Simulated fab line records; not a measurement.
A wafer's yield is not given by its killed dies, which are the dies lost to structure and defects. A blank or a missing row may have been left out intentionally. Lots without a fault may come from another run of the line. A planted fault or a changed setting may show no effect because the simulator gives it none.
Chamber matching + flow n5 finfet + 3 sister chambers for N5_FIN_SAQP_HM_DEP_72 on pecvd-02
The step deposits SiO2 from SiH4/N2O, target thk 12 nm, time 7.2 s. 6 wafers are shown with their chamber, then 12 later ones without.

WAFERS, EACH WITH ITS CHAMBER
| wafer  | chamber | showerhead plenum p Torr (Torr) | heater power w (W) |
|--------|---------|---------------------------------|--------------------|
| L089.6 | 2       | 7.95                            | 736                |
| L090.3 | 1       | 7.97                            | 834                |
| L090.6 | 0       | 8.02                            | 671                |
| L091.4 | 1       | 7.93                            | 799                |
| L091.5 | 0       | 8.00                            | 666                |
| L091.6 | 2       | 7.96                            | 729                |

WAFERS MISSING THEIR CHAMBER
| wafer  | showerhead plenum p Torr (Torr) | heater power w (W) |
|--------|---------------------------------|--------------------|
| L092.1 | 8.00                            | 669                |
| L092.4 | 7.95                            | 733                |
| L092.6 | 7.94                            | 827                |
| L093.1 | 8.03                            | 613                |
| L093.4 | 7.95                            | 687                |
| L093.5 | 8.01                            | 615                |
| L096.2 | 8.01                            | 641                |
| L096.3 | 7.97                            | 631                |
| L096.6 | 7.92                            | 731                |
| L097.1 | 8.03                            | 699                |
| L097.4 | 8.00                            | 687                |
| L097.5 | 7.94                            | 685                |

WHICH CHAMBER EACH ONE RAN IN
| wafer  | from the rows above     | in truth                   |
|--------|-------------------------|----------------------------|
| L092.1 | 0                       | 0                          |
| L092.4 | 2                       | 2                          |
| L092.6 | 1                       | 1                          |
| L093.1 | 0                       | 0                          |
| L093.4 | can't be placed: 2 or 0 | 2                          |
| L093.5 | 0                       | 0                          |
| L096.2 | 0                       | 0                          |
| L096.3 | 0                       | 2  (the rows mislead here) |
| L096.6 | 2                       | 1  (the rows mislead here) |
| L097.1 | 0                       | 0                          |
| L097.4 | 0                       | 0                          |
| L097.5 | can't be placed: 2 or 0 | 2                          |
8 of 12 placed correctly. Can't be placed from these rows: 2 (the true chamber is among the candidates in 2). Number placed wrongly: 2.
How it was worked out, from the rows above alone: a wafer's distance from a chamber is the root of the sum, over the readings, of the square of ((its reading less the chamber's mean) divided by the reading's scatter). The wafer belongs to the nearest chamber; if the next one is less than 2 further off, it can't be placed. The mean given for a chamber averages the wafers shown for that chamber. The scatter is the square root of a quotient: the sum, over the shown wafers, of each reading's squared deviation from its chamber's mean, divided by wafers minus chambers.
